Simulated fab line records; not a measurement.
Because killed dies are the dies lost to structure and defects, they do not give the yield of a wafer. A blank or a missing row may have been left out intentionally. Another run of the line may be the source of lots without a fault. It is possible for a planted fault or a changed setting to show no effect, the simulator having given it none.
Matching of chambers	flow nandHarc	NHARC_A_STAIRCASE_DEP_301 on pecvd-04: 3 sister chambers
The step deposits SiON, target thk 30 nm. 6 wafers are shown with their chamber, then 12 later ones without.

== EACH WAFER AND ITS CHAMBER ==
wafer	chamber	heaterPowerW (W)
L084.1	1	770
L084.2	2	776
L084.4	0	640
L084.3	0	654
L084.5	1	762
L084.6	2	778

== WAFERS WITHOUT THEIR CHAMBER ==
wafer	heaterPowerW (W)
L087.4	675
L087.5	662
L087.6	705
L093.2	620
L093.4	794
L093.6	680
L092.1	756
L092.3	666
L092.4	655
L097.1	661
L097.2	773
L097.3	625

== THE CHAMBER EACH PASSED THROUGH ==
wafer	from the rows above	in truth
L087.4	0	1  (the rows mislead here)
L087.5	0	0
L087.6	can't be placed: 0 or 1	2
L093.2	0	0
L093.4	can't be placed: 2 or 1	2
L093.6	0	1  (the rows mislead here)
L092.1	can't be placed: 1 or 2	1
L092.3	0	0
L092.4	0	0
L097.1	0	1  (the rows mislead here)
L097.2	can't be placed: 2 or 1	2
L097.3	0	0
Correct placement for 5 of the 12. These rows do not allow placing 4 (true chamber among the candidates in 3). Wrongly placed: 3.
How it was worked out, from the rows above alone: a wafer's distance from a chamber is the root of the sum, over the readings, of the square of ((its reading less the chamber's mean) divided by the reading's scatter). If the next closest chamber is less than 2 further off than the closest, the wafer can't be placed; otherwise it belongs to the closest. A chamber's mean is the mean of its shown wafers. The scatter: take each reading less its chamber's mean, square it, sum over the shown wafers, divide by the number of wafers less the number of chambers, and take the root.
